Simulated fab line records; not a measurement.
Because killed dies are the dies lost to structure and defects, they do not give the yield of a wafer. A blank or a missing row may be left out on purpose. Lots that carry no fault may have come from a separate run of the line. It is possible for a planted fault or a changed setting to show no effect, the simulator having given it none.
fab line records	flow n5Finfet
record lots=24	wafers=72	lastDay=18
route steps=1938 shown BEOL_M8@1350 BEOL_M9@1402 BEOL_M10@1471
lots untouched by any fault: they come from a run of this same line in which no faults occurred
startH: hours from the record's opening day to when the first of the lot's shown wafers began	waitH: time in hours since the lot's previous step	" same as the row above	L1.1+2: several wafers, shown together as one row	- no value present, or no start provided	* or withheld: withheld	< > ~ a bound
route shown NAME@n: names a module that has steps shown in the file, with the first one's number in the route	usual: mean/standard deviation taken from wafers without a fault	same: alike in all rows	chamber/n: place in a boat	sites: each site's reading	_std_site: the standard deviation of these	_edge_site: mean of outer sites minus mean of inner sites	radiusMm: for every site, how far away it sits from the centre of the wafer	mask NAME#n: copy n	behind: the most recent tool/chamber to have shaped the wafer	hold: cause of the lot's hold/its duration in hours/its outcome	device: which transistor (n, p or np) failed to switch	end of line: the same wafers' tests at the end of the route	where a step has no rows: the recipe by itself	killed: at the first sort, the dies lost to defects and structure; wafer yield is something else	map: per-die view of a wafer (x killed, . not killed, _ where there is no die)
set.NAME: the setting that was run; set.NAME@STEP: the one run at that earlier step	model.NAME: the simulator's own value behind a step, which no gauge read
route steps across a sampled set of lots; one table per step, one row per wafer
services: when a tool's chamber went out of use (startH, in hours from the record's first day, below 0 if earlier), for how many hours, and the reason
## steps
# step N5_BEOL_M8_ETCH_62
# recipe chemistry=N2/H2	target=SOC	targetDepthA=1100	overetchA=220	maskMaterial=SiARC	tempC=40	timeS=165	ionEnergyEv=200	pressureMtorr=30	sourceW=840	biasW=150	n2FlowSccm=200	h2FlowSccm=200
# usual drypumpMotorCurrentA=5.6/0.44	oesProductAu=0.69/0.06	rfFwdPowerW=837.5/2.8	rfVppV=523.6/2.5	showerheadPlenumPTorr=2.54/0.087	throttleValvePct=17.72/0.14
lot.wafer	tool	chamber	startH	waitH	drypumpMotorCurrentA	oesProductAu	rfFwdPowerW	rfHoursCounterH	rfVppV	showerheadPlenumPTorr	throttleValvePct
L074.1	rieDiel-04	0	197.90	0.0	5.9	0.66	838.4	128	522.3	2.45	17.59
L074.3	"	2	"	"	6.0	0.61	840.6	194	522.8	2.53	17.60
L074.4	"	2	"	"	6.0	0.61	842.1	-	524.8	2.53	17.60
L075.1	rieDiel-06	3	207.98	0.0	5.1	0.71	833.9	59	522.9	2.48	17.83
L075.4	"	0	"	"	5.2	0.60	832.8	215	526.1	2.62	17.58
L075.6	"	3	"	"	5.0	0.71	835.8	-	521.1	2.48	17.83
L077.3	rieDiel-01	1	217.14	0.0	5.3	0.59	835.4	256	522.4	2.49	18.17
L077.5	"	2	"	"	5.6	0.72	838.1	-	520.7	2.46	17.49
L077.6	"	0	"	"	5.2	0.69	836.6	-	527.2	2.67	17.79
L076.4	rieDiel-01	2	231.84	0.1	5.6	0.71	833.4	-	521.1	2.46	17.51
L076.5	"	0	"	"	5.2	0.68	842.3	-	526.8	2.67	17.82
L076.6	"	3	"	"	6.1	0.83	839.3	-	522.7	2.51	17.66
L078.1	rieDiel-04	0	238.73	0.0	5.9	0.65	837.9	144	521.4	2.45	17.65
L078.2	"	1	"	"	5.9	0.77	841.1	10	526.0	2.62	17.85
L078.3	"	3	"	"	5.1	0.68	842.9	109	522.0	2.45	17.87
L079.2	rieDiel-06	1	252.72	0.0	6.3	0.72	832.5	50	528.9	2.70	17.70
L079.4	"	2	"	"	5.8	0.68	841.8	88	524.9	2.57	17.68
L079.5	"	1	"	"	6.3	0.72	834.9	-	528.4	2.70	17.69
L080.1	rieDiel-04	0	262.51	0.0	5.9	0.64	836.6	152	520.4	2.44	17.65
L080.4	"	3	"	"	5.1	0.68	839.3	117	520.6	2.45	17.89
L080.5	"	0	"	"	5.9	0.65	837.8	-	520.6	2.44	17.65
L082.1	rieDiel-01	0	262.67	0.0	5.2	0.67	832.2	107	527.3	2.67	17.83
L082.3	"	2	"	"	5.6	0.70	838.3	87	521.2	2.45	17.53
L082.4	"	3	"	"	6.1	0.80	835.3	13	522.7	2.51	17.68
L081.1	rieDiel-06	3	266.10	0.0	5.0	0.70	837.3	78	521.0	2.47	17.87
L081.2	"	1	"	"	6.3	0.72	838.8	53	528.9	2.70	17.71
L081.6	"	1	"	"	6.4	0.72	840.0	-	526.7	2.70	17.69
L083.3	rieDiel-06	1	275.08	0.0	6.3	0.72	838.8	55	528.9	2.70	17.71
L083.5	"	0	"	"	5.2	0.59	837.1	-	527.0	2.61	17.62
L083.6	"	3	"	"	5.1	0.70	838.8	-	522.4	2.47	17.87
L084.1	rieDiel-04	1	275.11	0.0	5.9	0.74	837.0	21	525.9	2.61	17.84
L084.2	"	0	"	"	5.9	0.64	835.0	155	521.8	2.44	17.65
L084.5	"	3	"	"	5.2	0.67	840.5	-	521.2	2.45	17.88
L086.3	rieDiel-04	3	281.61	0.0	5.1	0.67	837.4	122	521.0	2.45	17.89
L086.4	"	0	"	"	6.0	0.64	837.7	157	520.8	2.44	17.65
L086.6	"	2	"	"	6.0	0.59	837.6	-	523.4	2.51	17.64
L085.2	rieDiel-01	0	281.99	0.0	5.2	0.66	839.7	114	526.8	2.66	17.84
L085.4	"	3	"	"	6.1	0.78	837.0	21	521.3	2.50	17.68
L085.6	"	2	"	"	5.6	0.69	839.3	-	521.5	2.45	17.54
L088.2	rieDiel-06	1	289.70	0.0	6.3	0.71	836.5	61	527.2	2.70	17.69
L088.4	"	3	"	"	5.0	0.70	836.1	85	523.6	2.47	17.88
L088.6	"	1	"	"	6.3	0.71	839.1	-	529.0	2.70	17.72
L087.2	rieDiel-06	3	294.73	0.0	5.1	0.70	834.7	86	522.1	2.47	17.89
L087.4	"	1	"	"	6.4	0.71	835.1	62	527.2	2.70	17.71
L087.6	"	1	"	"	6.3	0.71	838.7	-	527.0	2.70	17.71
L090.2	rieDiel-01	0	298.03	0.0	5.2	0.66	837.3	119	527.5	2.66	17.83
L090.3	"	3	"	"	6.2	0.77	839.5	26	521.4	2.50	17.67
L090.5	"	3	"	"	6.1	0.77	840.2	-	521.2	2.50	17.69
L089.1	rieDiel-06	1	307.02	0.0	6.4	0.71	834.4	67	528.1	2.69	17.72
L089.3	"	2	"	"	5.8	0.67	839.2	106	524.8	2.56	17.72
L089.6	"	3	"	"	5.0	0.69	836.3	-	522.4	2.46	17.88
L091.3	rieDiel-01	2	316.25	0.0	5.6	0.68	837.9	106	523.6	2.44	17.58
L091.4	"	3	"	"	6.1	0.75	839.5	33	520.8	2.50	17.70
L091.6	"	3	"	"	6.2	0.76	840.0	-	523.1	2.50	17.71
L092.2	rieDiel-01	0	316.90	0.0	5.2	0.66	836.0	126	526.5	2.66	17.89
L092.3	"	1	"	"	5.3	0.76	837.6	24	523.0	2.48	17.77
L092.5	"	2	"	"	5.6	0.68	834.5	-	520.3	2.44	17.58
L093.2	rieDiel-01	3	328.87	0.0	6.1	0.76	837.5	38	521.7	2.50	17.72
L093.5	"	3	"	"	6.1	0.75	839.1	-	522.0	2.50	17.71
L093.6	"	0	"	"	5.2	0.65	837.9	-	527.9	2.66	17.88
L094.2	rieDiel-01	3	333.70	0.0	6.2	0.75	837.8	40	521.6	2.50	17.72
L094.4	"	0	"	"	5.2	0.65	837.8	132	527.0	2.65	17.88
L094.5	"	3	"	"	6.2	0.75	838.6	-	523.6	2.50	17.72
L095.1	rieDiel-06	2	348.21	0.0	5.8	0.66	841.5	123	522.6	2.55	17.75
L095.2	"	0	"	"	5.2	0.83	835.7	5	524.6	2.60	17.30
L095.3	"	3	"	"	5.1	0.67	832.4	108	523.4	2.46	17.93
L097.1	rieDiel-04	1	350.70	0.0	5.8	0.72	839.2	46	525.2	2.60	17.91
L097.3	"	0	"	"	6.0	0.63	836.7	179	520.7	2.43	17.70
L097.4	"	3	"	"	5.2	0.66	837.6	146	521.7	2.44	17.92
L096.3	rieDiel-06	2	352.23	0.0	5.8	0.66	833.5	125	525.7	2.55	17.75
L096.5	"	2	"	"	5.8	0.66	839.1	-	524.7	2.55	17.75
L096.6	"	1	"	"	6.4	0.70	839.4	-	526.4	2.69	17.74
# step N5_BEOL_M8_OVL_MEAS_29
# recipe pointsPerWafer=522
# usual V7_OVL=0.2/0.71
# same pointsPerWafer=522
lot.wafer	tool	chamber	startH	waitH	V7_OVL[nm]
L074.1	overlay-02	0	199.73	0.0	0.5
L074.3	"	0	"	"	0.2
L074.4	"	0	"	"	-0.5
L075.1	overlay-01	0	208.89	0.0	0.1
L075.4	"	0	"	"	-0.3
L075.6	"	0	"	"	-0.4
L077.3	overlay-02	0	219.18	0.0	0.1
L077.5	"	0	"	"	-0.9
L077.6	"	0	"	"	-1.0
L076.4	overlay-01	0	233.61	0.0	-0.3
L076.5	"	0	"	"	0.3
L076.6	"	0	"	"	-0.3
L078.1	overlay-01	0	244.60	0.0	0.9
L078.2	"	0	"	"	1.4
L078.3	"	0	"	"	1.5
L079.2	overlay-01	0	253.62	0.0	0.1
L079.4	"	0	"	"	0.6
L079.5	"	0	"	"	0.3
L080.1	overlay-02	0	264.78	0.0	-0.5
L080.4	"	0	"	"	-0.4
L080.5	"	0	"	"	-0.3
L082.1	overlay-01	0	264.83	0.0	-0.1
L082.3	"	0	"	"	0.2
L082.4	"	0	"	"	0.4
L081.1	overlay-01	0	268.53	0.0	1.4
L081.2	"	0	"	"	-0.1
L081.6	"	0	"	"	0.5
L084.1	overlay-01	0	277.35	0.0	0.0
L084.2	"	0	"	"	1.1
L084.5	"	0	"	"	0.9
L083.3	overlay-02	0	277.53	0.0	0.3
L083.5	"	0	"	"	-1.3
L083.6	"	0	"	"	0.9
L085.2	overlay-01	0	285.25	0.0	0.1
L085.4	"	0	"	"	-0.1
L085.6	"	0	"	"	0.4
L086.3	overlay-02	0	285.31	0.0	-0.2
L086.4	"	0	"	"	-0.9
L086.6	"	0	"	"	-0.3
L088.2	overlay-02	0	291.81	0.0	0.7
L088.4	"	0	"	"	0.3
L088.6	"	0	"	"	1.3
L087.2	overlay-01	0	295.98	0.0	-1.0
L087.4	"	0	"	"	-0.8
L087.6	"	0	"	"	-0.3
L090.2	overlay-02	0	301.37	0.0	-0.4
L090.3	"	0	"	"	-0.8
L090.5	"	0	"	"	-0.3
L089.1	overlay-02	0	309.00	0.0	-0.6
L089.3	"	0	"	"	0.1
L089.6	"	0	"	"	0.9
L091.3	overlay-02	0	318.03	0.0	0.0
L091.4	"	0	"	"	0.2
L091.6	"	0	"	"	-0.5
L092.2	overlay-02	0	318.11	0.0	0.8
L092.3	"	0	"	"	0.7
L092.5	"	0	"	"	0.3
L093.2	overlay-01	0	329.70	0.0	0.3
L093.5	"	0	"	"	0.0
L093.6	"	0	"	"	1.4
L094.2	overlay-02	0	337.70	0.0	0.5
L094.4	"	0	"	"	0.8
L094.5	"	0	"	"	1.5
L095.1	overlay-01	0	349.13	0.0	-0.8
L095.2	"	0	"	"	-0.4
L095.3	"	0	"	"	-0.1
L096.3	overlay-02	0	353.53	0.0	0.4
L096.5	"	0	"	"	0.5
L096.6	"	0	"	"	0.2
L097.1	overlay-02	0	355.37	0.0	-1.4
L097.3	"	0	"	"	-1.4
L097.4	"	0	"	"	-0.1
# step N5_BEOL_M8_CMP_52
# recipe stopOn=SiCOH_lowk	tOverpolishS=6.9	downForcePsi=1	platenRpm=50	clearingPlatenDownForcePsi=1.5	clearingPlatenRpm=50	postCmpClean=cuAlkaline	targetThkNm=80	clearingPlatenPadVelocityMS=0.99484	padVelocityMS=0.99484
# usual barrierFieldEndpointS=28.7/0.76	clearingPlatenRpm=49.998/0.025	edgeZonePressureFrac=1.000/0.0052	motorCurrentA=5.8/0.6	overpolishRunS=6.900/0.009	timeToEndpointS=60/3.2
lot.wafer	tool	chamber	startH	waitH	barrierFieldEndpointS	clearingPlatenRpm	edgeZonePressureFrac	motorCurrentA	overpolishRunS	timeToEndpointS
L074.3	cmp-01	0	204.33	0.2	28.0	50.010	0.993	6.5	6.902	61
L074.1	"	1	"	"	28.0	50.037	0.999	5.0	6.899	60
L074.4	"	2	"	"	29.2	50.042	1.000	5.8	6.885	63
L075.1	cmp-04	1	212.48	0.3	29.3	49.995	0.997	5.9	6.907	64
L075.4	"	3	"	"	30.0	49.948	1.002	6.5	6.920	61
L075.6	"	1	"	"	28.5	49.989	1.005	6.2	6.898	61
L077.3	cmp-04	3	222.02	0.2	29.0	49.988	1.000	6.3	6.901	59
L077.5	"	1	"	"	29.5	49.975	0.998	5.9	6.900	60
L077.6	"	2	"	"	29.4	50.011	1.004	5.7	6.897	62
L076.4	cmp-02	3	238.01	0.2	28.3	50.037	1.000	5.8	6.901	57
L076.5	"	2	"	"	28.9	50.015	1.001	5.2	6.913	62
L076.6	"	3	"	"	27.9	50.033	0.995	5.3	6.901	57
L078.3	cmp-04	2	247.01	0.2	28.4	50.015	0.998	5.5	6.898	64
L078.1	"	3	"	"	27.9	49.989	1.010	6.6	6.900	56
L078.2	"	1	"	"	28.4	50.002	0.999	5.9	6.884	60
L079.2	cmp-01	2	256.96	0.3	29.2	49.954	1.000	5.9	6.898	61
L079.4	"	3	"	"	28.3	49.993	0.996	5.1	6.903	56
L079.5	"	0	"	"	28.9	49.994	1.013	6.3	6.910	61
L080.1	cmp-01	2	268.38	0.3	28.1	49.990	1.010	5.8	6.911	62
L080.4	"	0	"	"	28.8	50.014	1.003	6.6	6.896	61
L080.5	"	1	"	"	28.7	50.026	1.001	4.9	6.878	58
L082.4	cmp-04	3	268.67	0.1	29.6	49.976	1.002	6.4	6.905	59
L082.3	"	0	"	"	29.6	49.977	0.995	6.5	6.890	65
L082.1	"	1	"	"	28.8	49.927	0.990	5.9	6.906	65
L081.1	cmp-02	2	273.52	0.3	28.3	49.992	1.009	5.4	6.905	58
L081.2	"	1	"	"	29.0	50.021	0.996	6.8	6.910	61
L081.6	"	2	"	"	28.4	49.980	1.014	5.1	6.884	57
L084.1	cmp-04	1	280.82	0.3	28.0	49.984	0.999	6.0	6.913	58
L084.2	"	0	"	"	28.3	50.008	0.995	6.4	6.894	61
L084.5	"	2	"	"	28.5	49.996	0.998	5.6	6.893	60
L083.3	cmp-02	0	281.18	0.3	28.3	50.016	0.995	6.3	6.898	62
L083.5	"	2	"	"	27.8	50.003	1.000	5.4	6.899	56
L083.6	"	3	"	"	28.9	49.995	1.006	5.6	6.903	56
L085.4	cmp-02	1	288.24	0.2	28.3	50.008	0.997	6.6	6.890	66
L085.2	"	2	"	"	27.7	49.980	1.004	5.3	6.911	59
L085.6	"	3	"	"	27.8	49.992	1.011	5.6	6.907	61
L086.4	cmp-02	2	288.72	0.2	29.1	50.027	0.999	5.4	6.908	59
L086.3	"	3	"	"	29.3	49.968	0.999	5.2	6.905	58
L086.6	"	1	"	"	30.0	50.010	0.995	6.7	6.898	62
L088.4	cmp-02	3	294.52	0.1	29.5	49.952	0.998	5.6	6.904	60
L088.2	"	0	"	"	29.1	49.992	0.994	6.6	6.918	62
L088.6	"	0	"	"	30.4	50.035	0.992	6.5	6.903	63
L087.4	cmp-01	2	299.77	0.1	29.6	50.037	0.991	6.1	6.895	62
L087.2	"	1	"	"	28.1	49.999	0.999	4.8	6.883	56
L087.6	"	2	"	"	29.5	50.013	0.996	6.1	6.912	63
L090.2	cmp-01	2	304.03	0.3	28.3	50.011	1.000	6.1	6.890	61
L090.3	"	3	"	"	27.6	50.009	0.989	4.6	6.897	54
L090.5	"	0	"	"	27.8	50.004	1.005	6.1	6.901	59
L089.1	cmp-01	0	312.64	0.3	27.5	50.024	1.000	6.4	6.892	62
L089.3	"	1	"	"	28.5	50.041	1.008	4.5	6.911	60
L089.6	"	3	"	"	28.3	49.969	0.993	4.7	6.911	59
L091.4	cmp-01	3	322.29	0.1	28.4	50.012	0.996	4.9	6.884	57
L091.3	"	1	"	"	29.0	50.007	1.005	5.0	6.880	59
L091.6	"	0	"	"	29.7	50.027	1.001	6.5	6.898	64
L092.2	cmp-04	3	323.65	0.4	28.6	50.013	0.999	6.1	6.884	58
L092.3	"	1	"	"	28.8	50.044	1.001	6.0	6.898	63
L092.5	"	3	"	"	28.7	50.043	0.995	6.5	6.907	57
L093.2	cmp-02	2	333.58	0.2	28.2	50.024	1.003	5.3	6.897	61
L093.5	"	1	"	"	29.8	49.997	1.012	6.5	6.889	67
L093.6	"	2	"	"	29.3	50.043	0.999	5.3	6.891	60
L094.4	cmp-02	1	340.27	0.2	28.9	50.012	0.992	6.7	6.911	64
L094.2	"	2	"	"	28.4	50.006	1.005	5.3	6.892	57
L094.5	"	1	"	"	28.5	50.007	0.998	6.9	6.893	60
L095.2	cmp-02	0	351.95	0.2	28.3	49.969	0.996	6.4	6.900	60
L095.1	"	1	"	"	27.5	49.980	0.992	6.4	6.920	60
L095.3	"	2	"	"	27.4	49.999	1.005	5.3	6.906	58
L096.3	cmp-04	1	356.18	0.2	28.4	50.019	1.006	5.8	6.896	56
L096.5	"	0	"	"	29.0	49.987	1.002	6.4	6.897	62
L096.6	"	1	"	"	28.9	49.994	1.002	6.1	6.897	64
L097.3	cmp-02	1	357.71	0.2	28.3	49.988	1.004	6.6	6.904	61
L097.4	"	3	"	"	28.4	50.045	1.001	5.4	6.884	57
L097.1	"	0	"	"	28.4	50.037	0.994	6.4	6.902	63
# step N5_BEOL_M9_CURE_71
# recipe tempC=385	timeS=240	ambient=He/Ar	material=SiCOH_lowk
# usual lampPowerPct=52.31/0.056	wafer_temp_C_max=386.8/0.68
lot.wafer	tool	chamber	startH	waitH	lampPowerPct	wafer_temp_C_max
L074.1	uvCure-02	1	204.92	0.0	52.28	387.7
L074.3	"	1	"	"	52.29	388.3
L074.4	"	1	"	"	52.27	388.1
L075.1	uvCure-01	2	213.04	0.0	52.38	388.1
L075.4	"	2	"	"	52.29	387.1
L075.6	"	2	"	"	52.30	387.0
L077.3	uvCure-03	2	222.73	0.2	52.36	386.1
L077.5	"	2	"	"	52.34	386.4
L077.6	"	2	"	"	52.36	386.2
L076.4	uvCure-02	0	238.78	0.3	52.34	385.9
L076.5	"	0	"	"	52.34	386.5
L076.6	"	0	"	"	52.33	385.8
L078.1	uvCure-01	0	247.58	0.0	52.33	387.2
L078.2	"	0	"	"	52.36	387.1
L078.3	"	0	"	"	52.33	386.6
L079.2	uvCure-03	0	257.56	0.1	52.36	386.9
L079.4	"	0	"	"	52.33	387.1
L079.5	"	0	"	"	52.27	387.1
L080.1	uvCure-01	1	269.04	0.0	52.35	387.2
L080.4	"	1	"	"	52.33	387.0
L080.5	"	1	"	"	52.31	387.5
L082.1	uvCure-02	2	269.53	0.3	52.20	387.5
L082.3	"	2	"	"	52.31	386.6
L082.4	"	2	"	"	52.37	387.5
L081.1	uvCure-01	2	274.11	0.0	52.31	387.6
L081.2	"	2	"	"	52.32	387.0
L081.6	"	2	"	"	52.35	386.8
L084.1	uvCure-02	0	281.39	0.1	52.43	386.1
L084.2	"	0	"	"	52.26	385.9
L084.5	"	0	"	"	52.19	386.2
L083.3	uvCure-01	0	281.84	0.2	52.30	386.5
L083.5	"	0	"	"	52.32	386.8
L083.6	"	0	"	"	52.30	386.4
L085.2	uvCure-03	0	289.03	0.3	52.37	386.9
L085.4	"	0	"	"	52.31	386.5
L085.6	"	0	"	"	52.33	386.8
L086.3	uvCure-01	0	289.41	0.2	52.30	386.7
L086.4	"	0	"	"	52.37	387.3
L086.6	"	0	"	"	52.30	386.7
L088.2	uvCure-01	0	295.18	0.1	52.32	387.1
L088.4	"	0	"	"	52.27	386.1
L088.6	"	0	"	"	52.32	386.6
L087.2	uvCure-03	1	300.47	0.2	52.28	385.9
L087.4	"	1	"	"	52.25	385.7
L087.6	"	1	"	"	52.25	385.6
L090.2	uvCure-01	2	304.61	0.1	52.29	387.4
L090.3	"	2	"	"	52.32	387.4
L090.5	"	2	"	"	52.30	387.6
L089.1	uvCure-03	0	313.13	0.0	52.31	386.3
L089.3	"	0	"	"	52.29	386.6
L089.6	"	0	"	"	52.29	386.4
L091.3	uvCure-02	2	323.24	0.4	52.31	386.7
L091.4	"	2	"	"	52.25	386.7
L091.6	"	2	"	"	52.14	387.1
L092.2	uvCure-03	1	324.30	0.1	52.24	386.4
L092.3	"	1	"	"	52.29	385.9
L092.5	"	1	"	"	52.26	386.0
L093.2	uvCure-03	1	334.19	0.1	52.30	385.9
L093.5	"	1	"	"	52.36	386.0
L093.6	"	1	"	"	52.27	385.9
L094.2	uvCure-02	1	340.88	0.1	52.36	387.2
L094.4	"	1	"	"	52.34	388.0
L094.5	"	1	"	"	52.26	388.3
L095.1	uvCure-01	2	352.48	0.0	52.33	387.4
L095.2	"	2	"	"	52.34	386.6
L095.3	"	2	"	"	52.39	387.8
L096.3	uvCure-03	0	357.04	0.4	52.28	386.8
L096.5	"	0	"	"	52.32	387.7
L096.6	"	0	"	"	52.33	386.6
L097.1	uvCure-02	2	358.31	0.1	52.31	387.0
L097.3	"	2	"	"	52.36	386.4
L097.4	"	2	"	"	52.43	386.9
# step N5_BEOL_M9_ANNEAL_51
# recipe tempC=225	timeS=90	ambient=N2
# usual wafer_temp_C_max=225.71/0.2
lot.wafer	tool	chamber	startH	waitH	wafer_temp_C_max
L074.1	rtpAnneal-01	0	210.54	0.1	225.67
L074.3	"	0	"	"	225.80
L074.4	"	0	"	"	225.49
L075.1	rtpAnneal-01	0	223.21	0.1	225.68
L075.4	"	0	"	"	225.57
L075.6	"	0	"	"	225.54
L077.3	rtpAnneal-01	0	228.48	0.3	225.89
L077.5	"	0	"	"	225.53
L077.6	"	0	"	"	225.67
L076.4	rtpAnneal-01	0	246.83	0.4	225.73
L076.5	"	0	"	"	225.80
L076.6	"	0	"	"	225.62
L078.1	rtpAnneal-02	0	254.92	0.6	225.84
L078.2	"	0	"	"	225.96
L078.3	"	0	"	"	225.94
L079.2	rtpAnneal-01	0	262.82	0.2	225.80
L079.4	"	0	"	"	226.22
L079.5	"	0	"	"	226.13
L080.1	rtpAnneal-02	0	277.84	0.1	225.62
L080.4	"	0	"	"	225.94
L080.5	"	0	"	"	226.09
L082.1	rtpAnneal-01	0	277.96	0.2	225.64
L082.3	"	0	"	"	225.78
L082.4	"	0	"	"	225.82
L081.1	rtpAnneal-02	0	279.04	0.1	225.38
L081.2	"	0	"	"	225.49
L081.6	"	0	"	"	225.87
L084.1	rtpAnneal-01	0	289.89	0.1	225.85
L084.2	"	0	"	"	225.41
L084.5	"	0	"	"	225.61
L083.3	rtpAnneal-02	0	291.82	0.3	225.74
L083.5	"	0	"	"	225.72
L083.6	"	0	"	"	225.78
L086.3	rtpAnneal-01	0	294.58	0.3	225.48
L086.4	"	0	"	"	225.53
L086.6	"	0	"	"	225.50
L085.2	rtpAnneal-02	0	294.63	0.1	225.78
L085.4	"	0	"	"	225.87
L085.6	"	0	"	"	225.85
L088.2	rtpAnneal-01	0	303.11	0.1	226.09
L088.4	"	0	"	"	225.62
L088.6	"	0	"	"	225.94
L087.2	rtpAnneal-01	0	308.05	0.2	225.39
L087.4	"	0	"	"	225.86
L087.6	"	0	"	"	225.89
L090.2	rtpAnneal-02	0	312.71	0.3	225.79
L090.3	"	0	"	"	225.72
L090.5	"	0	"	"	225.74
L089.1	rtpAnneal-02	0	321.46	0.8	226.41
L089.3	"	0	"	"	225.86
L089.6	"	0	"	"	226.10
L091.3	rtpAnneal-01	0	331.08	0.3	225.45
L091.4	"	0	"	"	225.81
L091.6	"	0	"	"	225.49
L092.2	rtpAnneal-01	0	333.56	0.5	225.61
L092.3	"	0	"	"	225.73
L092.5	"	0	"	"	225.70
L093.2	rtpAnneal-01	0	342.08	0.1	225.76
L093.5	"	0	"	"	225.67
L093.6	"	0	"	"	225.97
L094.2	rtpAnneal-02	0	346.28	0.5	225.88
L094.4	"	0	"	"	226.12
L094.5	"	0	"	"	225.48
L095.1	rtpAnneal-01	0	357.07	0.1	225.92
L095.2	"	0	"	"	225.40
L095.3	"	0	"	"	225.59
L096.3	rtpAnneal-01	0	363.87	0.2	225.52
L096.5	"	0	"	"	225.62
L096.6	"	0	"	"	225.36
L097.1	rtpAnneal-01	0	367.29	0.5	225.74
L097.3	"	0	"	"	225.82
L097.4	"	0	"	"	225.58
# step N5_BEOL_M10_CURE_71
# recipe tempC=385	timeS=240	ambient=He/Ar	material=SiCOH_lowk
# usual lampPowerPct=52.31/0.056	wafer_temp_C_max=386.7/0.63
lot.wafer	tool	chamber	startH	waitH	lampPowerPct	wafer_temp_C_max
L074.1	uvCure-02	0	211.48	0.1	52.29	386.1
L074.3	"	0	"	"	52.36	386.2
L074.4	"	0	"	"	52.30	386.6
L075.1	uvCure-02	2	224.30	0.2	52.30	386.9
L075.4	"	2	"	"	52.29	387.1
L075.6	"	2	"	"	52.29	386.6
L077.3	uvCure-03	0	229.41	0.2	52.30	386.8
L077.5	"	0	"	"	52.27	387.7
L077.6	"	0	"	"	52.20	386.9
L076.4	uvCure-03	1	247.80	0.3	52.45	386.3
L076.5	"	1	"	"	52.33	386.1
L076.6	"	1	"	"	52.42	385.9
L078.1	uvCure-03	1	255.79	0.0	52.25	385.9
L078.2	"	1	"	"	52.32	386.0
L078.3	"	1	"	"	52.29	386.0
L079.2	uvCure-03	1	263.74	0.1	52.25	386.3
L079.4	"	1	"	"	52.30	386.2
L079.5	"	1	"	"	52.32	385.8
L080.1	uvCure-02	2	278.74	0.1	52.37	386.6
L080.4	"	2	"	"	52.35	386.3
L080.5	"	2	"	"	52.36	386.4
L082.1	uvCure-01	0	278.83	0.0	52.34	386.5
L082.3	"	0	"	"	52.29	385.9
L082.4	"	0	"	"	52.36	386.6
L081.1	uvCure-01	1	279.90	0.0	52.35	386.8
L081.2	"	1	"	"	52.36	386.8
L081.6	"	1	"	"	52.31	386.6
L084.1	uvCure-02	2	290.76	0.0	52.29	386.2
L084.2	"	2	"	"	52.35	386.8
L084.5	"	2	"	"	52.21	387.2
L083.3	uvCure-01	1	292.76	0.2	52.25	386.9
L083.5	"	1	"	"	52.37	387.6
L083.6	"	1	"	"	52.34	387.0
L086.3	uvCure-02	0	295.52	0.2	52.45	386.4
L086.4	"	0	"	"	52.37	386.2
L086.6	"	0	"	"	52.30	385.8
L085.2	uvCure-01	1	295.66	0.3	52.35	386.7
L085.4	"	1	"	"	52.29	387.3
L085.6	"	1	"	"	52.36	386.8
L088.2	uvCure-03	2	304.01	0.1	52.30	386.3
L088.4	"	2	"	"	52.39	386.8
L088.6	"	2	"	"	52.31	385.9
L087.2	uvCure-01	2	309.05	0.1	52.30	387.1
L087.4	"	2	"	"	52.30	387.1
L087.6	"	2	"	"	52.36	386.9
L090.2	uvCure-02	2	313.72	0.2	52.36	386.6
L090.3	"	2	"	"	52.25	386.7
L090.5	"	2	"	"	52.31	386.8
L089.1	uvCure-03	2	322.62	0.0	52.23	386.3
L089.3	"	2	"	"	52.31	386.3
L089.6	"	2	"	"	52.30	386.3
L091.3	uvCure-02	1	332.02	0.2	52.21	388.1
L091.4	"	1	"	"	52.42	388.5
L091.6	"	1	"	"	52.28	389.8
L092.2	uvCure-01	1	334.47	0.1	52.34	386.9
L092.3	"	1	"	"	52.35	386.1
L092.5	"	1	"	"	52.27	386.9
L093.2	uvCure-01	1	342.98	0.1	52.31	386.7
L093.5	"	1	"	"	52.29	386.9
L093.6	"	1	"	"	52.33	386.9
L094.2	uvCure-01	2	347.40	0.4	52.33	386.9
L094.4	"	2	"	"	52.30	387.5
L094.5	"	2	"	"	52.28	387.5
L095.1	uvCure-01	0	357.97	0.0	52.26	386.2
L095.2	"	0	"	"	52.22	386.6
L095.3	"	0	"	"	52.30	387.3
L096.3	uvCure-01	0	364.81	0.2	52.43	386.5
L096.5	"	0	"	"	52.30	387.2
L096.6	"	0	"	"	52.27	386.9
L097.1	uvCure-01	0	368.16	0.0	52.28	386.3
L097.3	"	0	"	"	52.19	386.2
L097.4	"	0	"	"	52.33	386.1
## services
tool	chamber	startH	hours	kind
cmp-01	-	180.99	0.5	repair
rieDiel-04	3	185.80	9.3	repair
cmp-01	-	191.15	4.0	pm
cmp-02	-	201.76	0.5	repair
cmp-04	-	203.16	1.2	repair
uvCure-01	-	216.86	22.2	pm
rieDiel-06	-	221.57	2.8	pm
uvCure-03	-	224.65	0.2	repair
uvCure-02	-	230.55	2.1	pm
rtpAnneal-02	-	235.34	1.0	pm
rieDiel-06	-	256.88	0.1	repair
uvCure-01	-	258.43	9.2	repair
cmp-02	-	261.13	7.5	pm
cmp-01	-	283.72	1.5	repair
rieDiel-01	-	284.58	0.4	repair
cmp-02	-	289.66	4.0	pm
cmp-02	-	298.05	6.0	pm
uvCure-01	-	301.40	2.1	pm
cmp-01	-	307.11	0.3	repair
cmp-04	-	319.06	4.5	pm
uvCure-01	-	320.21	6.0	pm
rieDiel-01	2	337.34	4.5	repair
uvCure-02	-	356.11	1.1	repair
cmp-02	-	358.09	0.2	repair
## key
fault none
